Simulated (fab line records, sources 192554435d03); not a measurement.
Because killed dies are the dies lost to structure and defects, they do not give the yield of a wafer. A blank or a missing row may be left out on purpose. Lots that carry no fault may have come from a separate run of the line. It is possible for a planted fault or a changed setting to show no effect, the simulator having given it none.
fab line records | flow n5Finfet
record: lots: 11 wafers: 33 lastDay: 19
route steps=1938 shown BEOL_M1@825 BEOL_M2@842 BEOL_M4@1111 PASSIVATION@1936
lots that met no fault: from a run of the same line without faults
startH: hours from the record's first day to the start of the lot's first wafer shown | waitH: how many hours have passed since the lot's step before this one | " as in the row above | L1.1+2: a row that stands for several wafers | - no value, or no start was given | * or withheld: withheld | < > ~ a bound
route shown NAME@n: a module of which the file shows steps, and the number in the route of the first | usual: average and standard deviation across the fault-free wafers | same: alike in all rows | chamber/n: place in a boat | sites: the reading at each site | _std_site: standard deviation of those values | _edge_site: outer sites' mean less inner sites' | radiusMm: for every site, how far away it sits from the centre of the wafer | mask NAME#n: copy n | behind: the most recent tool/chamber to have shaped the wafer | hold: why the lot was held/for how many hours/how that ended | device: names the non-switching transistor (n, p or np) | end of line: at the end of the route, the tests of the same wafers | a step with no rows: only its recipe | killed: dies that structure and defects cost at the first sort, which is not the same as the wafer's yield | map: per-die view of a wafer (x killed, . not killed, _ where there is no die)
set.NAME: the setting as run; set.NAME@STEP: as run at that earlier step | model.NAME: the simulator's own value behind a step, which no gauge read
steps of the route over a sample of lots; a table a step, a row a wafer
services: a tool's chamber out of use, with start hour (startH, from the record's first day; less than 0 if before it), hours out, and reason
== steps ==
step: N5_BEOL_M1_ANNEAL_91
recipe: tempC: 400 timeS: 240 ambient: vacuum
usual: heaterPowerW: 838/47
columns lot.wafer tool chamber startH waitH heaterPowerW
L899.1 pvdSputter-01 - 133.01 0.0 832
L899.3 " - " " 838
L899.5 " - " " 849
L902.2 pvdSputter-03 - 141.25 0.0 938
L902.3 " - " " 806
L902.4 " - " " 789
L905.1 pvdSputter-01 - 163.99 0.0 804
L905.3 " - " " 859
L905.4 " - " " 845
L904.2 pvdSputter-01 - 169.40 0.0 793
L904.3 " - " " 854
L904.5 " - " " 813
L909.3 pvdSputter-02 - 202.54 0.0 773
L909.4 " - " " 810
L909.6 " - " " 818
L912.1 pvdSputter-03 - 225.83 0.0 776
L912.4 " - " " 925
L912.5 " - " " 795
L914.2 pvdSputter-02 - 226.46 0.0 939
L914.3 " - " " 829
L914.5 " - " " 808
L913.3 pvdSputter-03 - 227.67 0.0 787
L913.5 " - " " 916
L913.6 " - " " 788
L916.1 pvdSputter-02 - 230.25 0.0 820
L916.4 " - " " 772
L916.6 " - " " 816
L918.1 pvdSputter-02 - 242.10 0.0 825
L918.3 " - " " 850
L918.5 " - " " 848
L921.3 pvdSputter-01 - 262.36 0.0 856
L921.4 " - " " 879
L921.5 " - " " 794
step: N5_BEOL_M1_PRE_CLEAN_60
recipe: gas: NH3/H2 timeS: 15 tempC: * rfPowerW: 300
usual: heaterPowerW: 97/19
columns lot.wafer tool chamber startH waitH heaterPowerW
L899.1 cvdCo-01 2 134.42 0.0 77
L899.3 " 0 " " 114
L899.5 " 0 " " 112
L902.2 cvdCo-02 0 142.81 0.2 99
L902.3 " 2 " " 81
L902.4 " 1 " " 76
L905.1 cvdCo-02 2 165.41 0.0 78
L905.3 " 0 " " 100
L905.4 " 2 " " 80
L904.2 cvdCo-01 2 170.81 0.0 76
L904.3 " 0 " " 113
L904.5 " 0 " " 112
L909.3 cvdCo-01 2 203.96 0.0 80
L909.4 " 1 " " 121
L909.6 " 2 " " 78
L912.1 cvdCo-02 0 227.24 0.0 100
L912.4 " 1 " " 75
L912.5 " 0 " " 98
L914.2 cvdCo-01 2 227.87 0.0 78
L914.3 " 1 " " 122
L914.5 " 0 " " 114
L913.3 cvdCo-01 0 229.20 0.2 114
L913.5 " 1 " " 122
L913.6 " 0 " " 113
L916.1 cvdCo-01 1 231.65 0.0 122
L916.4 " 0 " " 112
L916.6 " 1 " " 121
L918.1 cvdCo-02 0 243.62 0.0 100
L918.3 " 2 " " 80
L918.5 " 2 " " 79
L921.3 cvdCo-02 2 263.77 0.0 79
L921.4 " 1 " " 77
L921.5 " 0 " " 97
step: N5_BEOL_M2_THK_MEAS_01
recipe: reads: SiOC_of_BEOL_M2_ILD_DEP_00
usual: M2_ILD_THK: 79.0/1
columns lot.wafer tool chamber startH waitH M2_ILD_THK[nm]
L899.1 filmMetro-02 - 134.82 0.0 79.1
L899.3 " - " " 79.7
L899.5 " - " " 80.1
L902.2 filmMetro-01 - 143.16 0.1 77.6
L902.3 " - " " 78.8
L902.4 " - " " 78.5
L905.1 filmMetro-02 - 165.76 0.0 78.6
L905.3 " - " " 79.2
L905.4 " - " " 80.8
L904.2 filmMetro-01 - 171.16 0.1 77.7
L904.3 " - " " 78.4
L904.5 " - " " 79.3
L909.3 filmMetro-01 - 204.32 0.1 77.8
L909.4 " - " " 78.7
L909.6 " - " " 77.7
L912.1 filmMetro-01 - 227.64 0.1 79.7
L912.4 " - " " 79.4
L912.5 " - " " 80.4
L914.2 filmMetro-01 - 228.23 0.1 78.3
L914.3 " - " " 78.5
L914.5 " - " " 79.3
L913.3 filmMetro-01 - 229.60 0.1 79.0
L913.5 " - " " 78.8
L913.6 " - " " 79.0
L916.1 filmMetro-01 - 232.02 0.1 78.5
L916.4 " - " " 79.9
L916.6 " - " " 80.1
L918.1 filmMetro-01 - 243.98 0.0 80.4
L918.3 " - " " 78.9
L918.5 " - " " 80.3
L921.3 filmMetro-02 - 264.12 0.1 78.2
L921.4 " - " " 78.2
L921.5 " - " " 80.0
step: N5_BEOL_M2_COAT_61
recipe: resist: SOC tempC: 250 timeS: 60 spinRpm: 1500 resistThkNm: 60
usual: heaterPowerTotalW: 500.5/1.9 plateTempC: 250.02/0.19
columns lot.wafer tool chamber startH waitH heaterPowerTotalW plateTempC
L899.1 lithoTrack-03 0 135.07 0.1 503.0 250.12
L899.3 " 0 " " 498.0 250.10
L899.5 " 0 " " 497.9 249.80
L902.2 lithoTrack-03 0 143.60 0.1 498.9 250.23
L902.3 " 0 " " 503.1 249.96
L902.4 " 0 " " 498.0 250.40
L905.1 lithoTrack-01 0 166.27 0.1 502.5 249.75
L905.3 " 0 " " 500.3 249.79
L905.4 " 0 " " 497.5 250.03
L904.2 lithoTrack-01 0 172.01 0.1 500.5 249.63
L904.3 " 0 " " 499.9 250.10
L904.5 " 0 " " 501.2 249.94
L909.3 lithoTrack-01 0 204.55 0.1 511.1 253.34
L909.4 " 0 " " 509.0 253.36
L909.6 " 0 " " 507.4 253.24
L912.1 lithoTrack-01 0 228.30 0.1 505.6 253.68
L912.4 " 0 " " 511.5 253.46
L912.5 " 0 " " 509.5 253.52
L914.2 lithoTrack-04 0 228.71 0.1 498.8 249.83
L914.3 " 0 " " 503.0 249.98
L914.5 " 0 " " 501.0 249.89
L913.3 lithoTrack-04 0 231.22 0.1 502.3 249.90
L913.5 " 0 " " 501.3 250.12
L913.6 " 0 " " 498.9 249.46
L916.1 lithoTrack-04 0 234.36 0.1 499.4 249.80
L916.4 " 0 " " 497.4 250.07
L916.6 " 0 " " 498.2 249.92
L918.1 lithoTrack-03 0 246.79 0.1 500.9 250.08
L918.3 " 0 " " 500.1 249.93
L918.5 " 0 " " 502.2 249.90
L921.3 lithoTrack-03 0 266.75 0.1 500.1 250.25
L921.4 " 0 " " 500.6 250.38
L921.5 " 0 " " 503.3 250.31
step: N5_BEOL_M4_RC_MEAS_101
usual: DIBL_N: 36.0/2.2 DIBL_P: 36.2/2.4 IOFF_N: 0.16/0.035 IOFF_P: 0.21/0.037 ION_N: 672/13 ION_P: 461/7 SS_N: 71.4/0.69 SS_P: 73.2/0.75 VT_N: 250/3.4 VT_P: -251/3
columns lot.wafer tool chamber startH waitH DIBL_N[mV/V] DIBL_P[mV/V] IOFF_N[nA/um] IOFF_P[nA/um] ION_N[uA/um] ION_P[uA/um] SS_N[mV/dec] SS_P[mV/dec] VT_N[mV] VT_P[mV]
L899.1 prober-01 0 205.02 0.0 33.9 34.2 0.12 0.17 659 451 71.3 73.7 252 -257
L899.3 " 0 " " 35.4 35.7 0.16 0.19 677 457 71.1 73.4 250 -253
L899.5 " 0 " " 35.7 36.5 0.17 0.21 694 467 70.8 73.6 246 -252
L902.2 prober-01 0 207.96 0.3 37.4 36.8 0.14 0.21 676 465 71.4 73.0 254 -247
L902.3 " 0 " " 36.3 36.0 0.13 0.20 670 468 71.3 72.5 252 -250
L902.4 " 0 " " 33.0 32.4 0.09 0.15 649 456 70.2 72.0 257 -251
L905.1 prober-01 0 235.09 0.0 35.2 34.8 0.14 0.18 665 455 71.1 72.2 253 -255
L905.3 " 0 " " 32.3 32.9 0.11 0.16 655 454 70.3 71.8 254 -252
L905.4 " 0 " " 35.6 36.0 0.14 0.19 667 461 71.0 72.8 251 -254
L904.2 prober-02 0 236.88 0.2 37.0 39.5 0.18 0.26 667 465 72.0 74.1 252 -250
L904.3 " 0 " " 36.6 38.0 0.17 0.23 674 460 71.6 74.1 248 -251
L904.5 " 0 " " 34.1 35.2 0.13 0.19 660 463 71.6 72.9 254 -254
L909.3 prober-02 0 264.73 0.3 34.0 32.1 0.13 0.18 666 458 71.1 72.2 253 -250
L909.4 " 0 " " 36.6 35.7 0.18 0.24 673 470 72.5 73.2 246 -246
L909.6 " 0 " " 33.7 32.3 0.12 0.18 665 460 70.4 72.5 253 -248
L912.1 prober-01 0 270.87 0.0 37.0 37.3 0.17 0.23 671 464 72.0 73.7 249 -248
L912.4 " 0 " " 35.4 34.3 0.15 0.19 675 463 71.1 72.8 248 -253
L912.5 " 0 " " 37.6 37.9 0.19 0.25 684 467 72.0 73.7 248 -249
L914.2 prober-02 0 299.60 0.2 35.1 36.3 0.15 0.22 664 461 71.1 73.1 248 -250
L914.3 " 0 " " 35.3 35.5 0.15 0.19 677 457 70.9 73.1 251 -252
L914.5 " 0 " " 35.8 37.0 0.16 0.23 677 463 71.8 73.0 250 -248
L913.3 prober-02 0 302.42 0.3 35.7 36.3 0.16 0.20 673 466 71.7 73.6 251 -253
L913.5 " 0 " " 36.6 37.7 0.17 0.22 665 464 72.0 73.7 251 -252
L913.6 " 0 " " 34.8 36.3 0.15 0.20 669 458 71.0 73.3 250 -253
L916.1 prober-01 0 302.65 0.0 36.3 34.9 0.13 0.19 659 452 71.5 73.4 252 -250
L916.4 " 0 " " 32.1 30.5 0.09 0.14 651 450 69.7 72.0 258 -256
L916.6 " 0 " " 32.0 30.6 0.09 0.14 647 452 69.8 71.9 259 -254
L918.1 prober-02 0 322.04 0.0 35.0 35.2 0.14 0.18 658 455 70.9 72.9 252 -250
L918.3 " 0 " " 33.6 33.7 0.11 0.16 645 447 70.1 71.8 254 -254
L918.5 " 0 " " 33.6 34.3 0.12 0.16 649 451 70.0 71.6 255 -253
L921.3 prober-02 0 338.34 0.3 37.0 38.6 0.19 0.23 689 460 71.7 74.1 247 -250
L921.4 " 0 " " 37.4 39.4 0.20 0.23 696 470 72.3 73.4 247 -251
L921.5 " 0 " " 35.2 37.4 0.17 0.21 681 468 71.6 73.8 250 -251
step: N5_PASSIVATION_PROBE_49
usual: defectLimitedYield: 91.2/1.4 killed_at_M0_to_M3: 34/9.4 killed_at_M4_up: 14/5.6 killedAtContacts: 13/7.8 killedAtFrontEnd: 37/10 killedAtOther: 4/3.3 killedDies: 103/17 killedOnRim: 14/3.5 killedOpen: 68/13 killedShort: 33/8.2 sort_bin_5_function: 5.1/0.92 sort_bin_6_memory: 3.3/0.71 sort_bin_8_speed: 0.01/0.043 sortNPass: 1077/17 sortYieldPct: 91.2/1.4
same: grossDies: 1180 killedAtBackSide: 0 sort_bin_4_leakage[%]: 0
columns lot.wafer tool chamber startH waitH defectLimitedYield[%] killed_at_M0_to_M3 killed_at_M4_up killedAtContacts killedAtFrontEnd killedAtOther killedDies killedOnRim killedOpen killedShort sort_bin_5_function[%] sort_bin_6_memory[%] sort_bin_8_speed[%] sortNPass sortYieldPct[%]
L902.2 prober-02 - 309.09 0.1 91.9 11 16 30 36 3 96 9 71 25 5.2 2.9 0 1084 91.9
L902.3 prober-02 - 309.14 0.1 88.6 39 23 21 42 9 134 13 88 46 7.0 4.0 0 1046 88.6
L902.4 prober-02 - 309.19 0.2 90.1 46 6 14 50 1 117 15 66 50 6.4 3.2 0 1063 90.1
L899.1 prober-02 - 310.47 0.0 88.2 43 12 29 55 0 139 14 95 43 6.5 4.8 0 1041 88.2
L899.3 prober-02 - 310.57 0.1 91.9 31 14 22 28 0 95 16 66 26 4.1 3.6 0 1085 91.9
L899.5 prober-02 - 310.67 0.2 90.6 38 9 20 31 13 111 10 71 40 5.0 4.1 0 1069 90.6
L905.1 prober-01 - 338.14 0.0 89.8 52 20 7 40 1 120 23 87 32 5.6 4.3 0 1060 89.8
L905.3 prober-01 - 338.24 0.1 90.4 52 18 6 32 5 113 14 71 42 5.6 3.6 0 1067 90.4
L905.4 prober-01 - 338.29 0.2 90.6 51 13 6 40 1 111 17 79 32 5.1 4.1 0 1069 90.6
L904.2 prober-01 - 342.62 0.1 88.9 27 24 20 59 1 131 22 87 42 6.9 4.0 0 1049 88.9
L904.3 prober-01 - 342.67 0.1 91.3 19 24 18 42 0 103 12 75 25 5.3 3.1 0 1077 91.3
L904.5 prober-01 - 342.77 0.2 90.8 23 23 17 42 3 108 11 67 36 5.0 4.0 0 1072 90.8
L909.3 prober-02 - 372.64 0.1 91.0 54 10 16 25 1 106 19 68 33 5.3 3.1 0 1074 91.0
L909.4 prober-02 - 372.69 0.2 92.3 36 10 10 34 1 91 10 60 30 4.5 3.1 0 1089 92.3
L909.6 prober-02 - 372.79 0.3 93.1 34 12 13 20 3 82 17 60 20 4.1 2.6 0 1098 93.1
L912.1 prober-02 - 382.95 0.0 91.8 30 20 15 29 3 97 10 66 29 5.4 2.5 0 1083 91.8
L912.4 prober-02 - 383.10 0.2 93.1 30 12 7 30 3 82 17 56 25 4.3 2.5 0 1098 93.1
L912.5 prober-02 - 383.15 0.2 90.0 35 25 8 41 9 118 19 77 37 6.1 3.7 0 1062 90.0
L916.1 prober-01 - 407.89 0.0 88.7 43 12 25 49 4 133 13 72 61 6.6 4.2 0 1047 88.7
L916.4 prober-01 - 408.04 0.2 89.7 35 22 19 37 8 121 11 86 34 5.6 4.3 0.08 1058 89.7
L916.6 prober-01 - 408.14 0.3 86.4 37 12 25 76 10 160 20 107 52 7.1 5.8 0 1020 86.4
L914.2 prober-01 - 409.92 0.1 91.5 34 13 9 43 1 100 12 70 28 4.7 3.3 0 1080 91.5
L914.3 prober-01 - 409.97 0.1 90.0 32 18 9 53 6 118 22 71 47 6.2 3.5 0 1062 90.0
L914.5 prober-01 - 410.07 0.2 93.1 29 9 5 38 1 82 16 53 23 4.0 2.5 0 1098 93.1
L913.3 prober-02 - 418.77 0.1 94.0 30 7 4 26 4 71 7 48 22 3.2 2.6 0.08 1109 94.0
L913.5 prober-02 - 418.87 0.2 91.9 30 11 5 40 9 95 13 68 25 4.4 3.6 0 1085 91.9
L913.6 prober-02 - 418.92 0.3 92.0 41 4 14 33 2 94 11 67 25 4.7 2.8 0 1086 92.0
L918.1 prober-02 - 434.80 0.0 91.9 29 15 11 33 7 95 10 66 28 4.7 3.2 0 1085 91.9
L918.3 prober-02 - 434.90 0.1 90.0 44 19 11 39 5 118 17 75 36 5.7 3.6 0.42 1057 89.6
L918.5 prober-02 - 435.00 0.2 91.6 51 15 6 24 3 99 13 71 23 5.8 2.4 0.08 1081 91.6
L921.3 prober-02 - 452.61 0.1 91.1 41 21 11 29 3 105 16 63 35 5.0 3.1 0 1075 91.1
L921.4 prober-02 - 452.66 0.2 90.7 35 29 11 35 0 110 16 82 27 5.1 4.0 0 1070 90.7
L921.5 prober-02 - 452.71 0.2 91.4 25 13 8 52 4 102 13 71 25 4.2 3.7 0 1078 91.4
killed by level:class
L902.2 MOL_CONTACT_COAG:geometricParticle:open=22 STI_FIN_REVEAL:geometricParticle:open=14 FIN_SAQP:geometricParticle:open=9 MOL_CONTACT_COAG:geometricParticle:short=8 BEOL_M4:geometricParticle:open=7 BEOL_M7:geometricParticle:open=4 GATE_CUT:geometricParticle:short=3 FIN_SAQP:geometricParticle:short=3
L902.3 MOL_CONTACT_COAG:geometricParticle:open=19 BEOL_M0_SAQP:geometricParticle:open=13 BEOL_M0_SAQP:geometricParticle:short=10 FIN_SAQP:geometricParticle:short=9 FIN_SAQP:geometricParticle:open=9 STI_FIN_REVEAL:geometricParticle:open=9 BEOL_M4:geometricParticle:open=9 BEOL_M2:geometricParticle:open=6
L902.4 FIN_SAQP:geometricParticle:short=18 BEOL_M0_SAQP:geometricParticle:open=13 MOL_CONTACT_COAG:geometricParticle:open=10 BEOL_M0_SAQP:geometricParticle:short=9 BEOL_M2:geometricParticle:open=9 STI_FIN_REVEAL:geometricParticle:open=8 BEOL_M3:geometricParticle:open=6 BEOL_M1:geometricParticle:open=5
L899.1 MOL_CONTACT_COAG:geometricParticle:open=18 BEOL_M0_SAQP:geometricParticle:open=14 FIN_SAQP:geometricParticle:open=11 MOL_CONTACT_COAG:geometricParticle:short=11 STI_FIN_REVEAL:geometricParticle:open=10 DUMMY_GATE:geometricParticle:open=10 FIN_SAQP:geometricParticle:short=9 BEOL_M2:geometricParticle:open=9
L899.3 MOL_CONTACT_COAG:geometricParticle:open=21 BEOL_M3:geometricParticle:open=9 FIN_SAQP:geometricParticle:short=7 BEOL_M0_SAQP:geometricParticle:open=6 BEOL_M4:geometricParticle:open=6 DUMMY_GATE:geometricParticle:open=4 BEOL_M0_SAQP:geometricParticle:short=4 BEOL_M2:geometricParticle:open=4
L899.5 MOL_CONTACT_COAG:geometricParticle:open=14 MIM_TOP:geometricParticle:short=8 BEOL_M0_SAQP:geometricParticle:open=8 BEOL_M3:geometricParticle:open=8 FIN_SAQP:geometricParticle:open=6 FIN_SAQP:geometricParticle:short=6 MOL_CONTACT_COAG:geometricParticle:short=6 BEOL_M0_SAQP:geometricParticle:short=6
L905.1 BEOL_M2:geometricParticle:open=18 STI_FIN_REVEAL:geometricParticle:open=17 BEOL_M4:geometricParticle:open=13 BEOL_M0_SAQP:geometricParticle:open=11 STI_FIN_REVEAL:geometricParticle:short=9 MOL_CONTACT_COAG:geometricParticle:open=6 BEOL_M2:geometricParticle:short=6 BEOL_M3:geometricParticle:open=6
L905.3 BEOL_M4:geometricParticle:open=13 BEOL_M0_SAQP:geometricParticle:open=10 BEOL_M3:geometricParticle:open=9 BEOL_M0_SAQP:geometricParticle:short=8 BEOL_M1:geometricParticle:open=8 BEOL_M2:geometricParticle:open=8 FIN_SAQP:geometricParticle:short=6 MOL_CONTACT_COAG:geometricParticle:open=5
L905.4 STI_FIN_REVEAL:geometricParticle:open=18 BEOL_M2:geometricParticle:open=13 FIN_SAQP:geometricParticle:open=11 BEOL_M1:geometricParticle:open=10 BEOL_M2:geometricParticle:short=8 BEOL_M3:geometricParticle:open=7 BEOL_M4:geometricParticle:open=6 MOL_CONTACT_COAG:geometricParticle:open=5
L904.2 FIN_SAQP:geometricParticle:short=20 MOL_CONTACT_COAG:geometricParticle:open=17 BEOL_M4:geometricParticle:open=13 FIN_SAQP:geometricParticle:open=12 STI_FIN_REVEAL:geometricParticle:open=9 BEOL_M2:geometricParticle:open=9 BEOL_M3:geometricParticle:open=7 STARTING-WAFER:geometricParticle:open=6
L904.3 FIN_SAQP:geometricParticle:open=14 MOL_CONTACT_COAG:geometricParticle:open=14 BEOL_M4:geometricParticle:open=11 BEOL_M2:geometricParticle:open=10 FIN_SAQP:geometricParticle:short=9 STI_FIN_REVEAL:geometricParticle:open=5 BEOL_M8:geometricParticle:open=3 STI_FIN_REVEAL:geometricParticle:short=3
L904.5 STI_FIN_REVEAL:geometricParticle:open=16 MOL_CONTACT_COAG:geometricParticle:open=12 BEOL_M4:geometricParticle:open=10 FIN_SAQP:geometricParticle:short=5 FIN_SAQP:geometricParticle:open=5 STI_FIN_REVEAL:geometricParticle:short=5 MOL_CONTACT_COAG:geometricParticle:short=5 BEOL_M0_SAQP:geometricParticle:open=5
L909.3 BEOL_M3:geometricParticle:open=18 BEOL_M0_SAQP:geometricParticle:short=17 MOL_CONTACT_COAG:geometricParticle:open=15 BEOL_M0_SAQP:geometricParticle:open=6 GATE_CUT:geometricParticle:short=5 GATE_CUT:geometricParticle:open=4 BEOL_M3:geometricParticle:short=4 BEOL_M6:geometricParticle:open=4
L909.4 MOL_CONTACT_COAG:geometricParticle:open=8 BEOL_M3:geometricParticle:open=8 BEOL_M0_SAQP:geometricParticle:short=7 BEOL_M0_SAQP:geometricParticle:open=6 STI_FIN_REVEAL:geometricParticle:open=5 STARTING-WAFER:geometricParticle:open=5 GATE_CUT:geometricParticle:open=4 BEOL_M2:geometricParticle:open=4
L909.6 MOL_CONTACT_COAG:geometricParticle:open=12 BEOL_M0_SAQP:geometricParticle:open=9 BEOL_M3:geometricParticle:open=8 FIN_SAQP:geometricParticle:open=5 BEOL_M2:geometricParticle:open=5 BEOL_M1:geometricParticle:open=4 BEOL_M6:geometricParticle:open=4 ILD0:geometricParticle:short=3
L912.1 MOL_CONTACT_COAG:geometricParticle:open=10 BEOL_M4:geometricParticle:open=9 FIN_SAQP:geometricParticle:open=6 BEOL_M1:geometricParticle:open=6 STI_FIN_REVEAL:geometricParticle:open=5 MOL_CONTACT_COAG:geometricParticle:short=5 BEOL_M0_SAQP:geometricParticle:open=5 FIN_SAQP:geometricParticle:short=4
L912.4 BEOL_M3:geometricParticle:open=10 STI_FIN_REVEAL:geometricParticle:open=9 MOL_CONTACT_COAG:geometricParticle:open=7 FIN_SAQP:geometricParticle:short=6 BEOL_M0_SAQP:geometricParticle:open=5 BEOL_M0:geometricParticle:open=4 BEOL_M4:geometricParticle:open=4 GATE_CUT:geometricParticle:short=3
L912.5 BEOL_M4:geometricParticle:open=14 STI_FIN_REVEAL:geometricParticle:open=12 FIN_SAQP:geometricParticle:open=8 BEOL_M3:geometricParticle:open=8 MOL_CONTACT_COAG:geometricParticle:open=7 BEOL_M2:geometricParticle:open=6 BEOL_M0_SAQP:geometricParticle:short=6 BEOL_M0_SAQP:geometricParticle:open=4
L916.1 FIN_SAQP:geometricParticle:short=21 BEOL_M0_SAQP:geometricParticle:short=16 MOL_CONTACT_COAG:geometricParticle:open=16 BEOL_M0_SAQP:geometricParticle:open=13 MOL_CONTACT_COAG:geometricParticle:short=9 STI_FIN_REVEAL:geometricParticle:open=8 BEOL_M3:geometricParticle:open=5 BEOL_M0:geometricParticle:open=5
L916.4 MOL_CONTACT_COAG:geometricParticle:open=16 FIN_SAQP:geometricParticle:open=11 BEOL_M0_SAQP:geometricParticle:open=7 BEOL_M2:geometricParticle:open=7 BEOL_M0_SAQP:geometricParticle:short=6 BEOL_M4:geometricParticle:open=6 FIN_SAQP:geometricParticle:short=5 BEOL_M7:geometricParticle:open=5
L916.6 MOL_CONTACT_COAG:geometricParticle:open=19 FIN_SAQP:geometricParticle:open=18 STI_FIN_REVEAL:geometricParticle:open=16 FIN_SAQP:geometricParticle:short=15 BEOL_M0_SAQP:geometricParticle:open=10 BEOL_M0_SAQP:geometricParticle:short=10 DUMMY_GATE:geometricParticle:open=7 BEOL_M2:geometricParticle:open=7
L914.2 STI_FIN_REVEAL:geometricParticle:open=15 BEOL_M2:geometricParticle:open=10 MOL_CONTACT_COAG:geometricParticle:open=8 FIN_SAQP:geometricParticle:open=6 BEOL_M4:geometricParticle:open=6 BEOL_M0_SAQP:geometricParticle:open=5 BEOL_M0_SAQP:geometricParticle:short=5 BEOL_M1:geometricParticle:open=4
L914.3 FIN_SAQP:geometricParticle:open=13 STI_FIN_REVEAL:geometricParticle:open=10 BEOL_M0_SAQP:geometricParticle:short=10 FIN_SAQP:geometricParticle:short=6 GATE_CUT:geometricParticle:short=6 MOL_CONTACT_COAG:geometricParticle:short=5 BEOL_M1:geometricParticle:open=5 BEOL_M8:geometricParticle:open=5
L914.5 STI_FIN_REVEAL:geometricParticle:open=9 BEOL_M0_SAQP:geometricParticle:open=8 BEOL_M1:geometricParticle:open=6 FIN_SAQP:geometricParticle:short=5 MOL_CONTACT_COAG:geometricParticle:open=5 BEOL_M1:geometricParticle:short=5 STARTING-WAFER:geometricParticle:short=5 HKMG_FIN:areaEtch=5
L913.3 BEOL_M3:geometricParticle:open=8 STI_FIN_REVEAL:geometricParticle:open=6 BEOL_M0_SAQP:geometricParticle:open=6 BEOL_M1:geometricParticle:open=6 FIN_SAQP:geometricParticle:short=4 FIN_SAQP:geometricParticle:open=3 STI_FIN_REVEAL:geometricParticle:short=3 MOL_CONTACT_COAG:geometricParticle:open=3
L913.5 BEOL_M3:geometricParticle:open=9 STI_FIN_REVEAL:geometricParticle:open=8 BEOL_M4:geometricParticle:open=8 FIN_SAQP:geometricParticle:open=6 BEOL_M1:geometricParticle:open=6 GATE_CUT:geometricParticle:short=5 MOL_CONTACT_COAG:geometricParticle:open=5 BEOL_M3:geometricParticle:short=4
L913.6 BEOL_M3:geometricParticle:open=13 MOL_CONTACT_COAG:geometricParticle:open=12 STI_FIN_REVEAL:geometricParticle:open=9 DUMMY_GATE:geometricParticle:open=6 BEOL_M0_SAQP:geometricParticle:short=6 BEOL_M1:geometricParticle:open=6 BEOL_M0_SAQP:geometricParticle:open=4 BEOL_M2:geometricParticle:open=4
L918.1 MOL_CONTACT_COAG:geometricParticle:open=9 BEOL_M3:geometricParticle:open=9 BEOL_M1:geometricParticle:open=8 BEOL_M4:geometricParticle:open=8 FIN_SAQP:geometricParticle:open=7 FIN_SAQP:geometricParticle:short=6 MIM_TOP_ETCH:geometricParticle:open=5 GATE_CUT:geometricParticle:short=4
L918.3 MOL_CONTACT_COAG:geometricParticle:open=11 BEOL_M3:geometricParticle:open=11 BEOL_M4:geometricParticle:open=11 FIN_SAQP:geometricParticle:short=8 FIN_SAQP:geometricParticle:open=8 BEOL_M0_SAQP:geometricParticle:open=8 BEOL_M1:geometricParticle:open=6 HKMG_FIN:areaEtch=6
L918.5 BEOL_M1:geometricParticle:open=14 BEOL_M3:geometricParticle:open=14 BEOL_M2:geometricParticle:open=12 BEOL_M4:geometricParticle:open=7 FIN_SAQP:geometricParticle:open=6 MOL_CONTACT_COAG:geometricParticle:open=6 BEOL_M3:geometricParticle:short=5 FIN_SAQP:geometricParticle:short=3
L921.3 BEOL_M2:geometricParticle:open=11 MOL_CONTACT_COAG:geometricParticle:open=9 BEOL_M0_SAQP:geometricParticle:short=9 FIN_SAQP:geometricParticle:short=8 BEOL_M4:geometricParticle:open=8 BEOL_M0_SAQP:geometricParticle:open=6 BEOL_M3:geometricParticle:open=6 HKMG_FIN:areaEtch=6
L921.4 BEOL_M2:geometricParticle:open=13 BEOL_M4:geometricParticle:open=12 STI_FIN_REVEAL:geometricParticle:open=11 MOL_CONTACT_COAG:geometricParticle:open=8 BEOL_M6:geometricParticle:open=8 BEOL_M1:geometricParticle:open=6 BEOL_M0_SAQP:geometricParticle:open=6 GATE_CUT:geometricParticle:short=5
L921.5 STI_FIN_REVEAL:geometricParticle:open=17 BEOL_M2:geometricParticle:open=13 GATE_CUT:geometricParticle:short=9 MOL_CONTACT_COAG:geometricParticle:open=7 FIN_SAQP:geometricParticle:short=6 HKMG_FIN:areaEtch=6 FIN_SAQP:geometricParticle:open=4 BEOL_M3:geometricParticle:open=4
== services ==
columns tool chamber startH hours kind
cvdCo-02 1 114.67 - clean
cvdCo-02 1 114.67 22.0 scheduledDown
cvdCo-02 1 114.67 22.0 ventCycle
cvdCo-01 1 129.59 16.6 repair
pvdSputter-02 - 139.65 3.9 repair
pvdSputter-03 - 144.16 23.3 repair
cvdCo-02 0 151.94 5.1 repair
pvdSputter-02 - 183.42 2.3 repair
lithoTrack-04 - 240.26 - consumableReplace:filter
== key ==
firstSign: step: N5_BEOL_M2_COAT_61 reading: plateTempC direction: up sigmas: 18 usual: * struck: *
effect: step: N5_BEOL_M2_COAT_61 reading: heaterPowerTotalW direction: up sigmas: 4.5 usual: * struck: *
metAt N5_BEOL_M2_COAT_61
struckLots L909,L912
notActingAt N5_BEOL_M1_ANNEAL_91,N5_BEOL_M1_PRE_CLEAN_60,N5_BEOL_M2_THK_MEAS_01
onsetBetween 172.01 204.55
fault: kind: processParameterDrift tool: lithoTrack-01 chamber: - onsetH: 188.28 steps: N5_BEOL_M2_COAT_61 channel: tempC offset: * shape: step endH: 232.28 actsIn: * stated: *
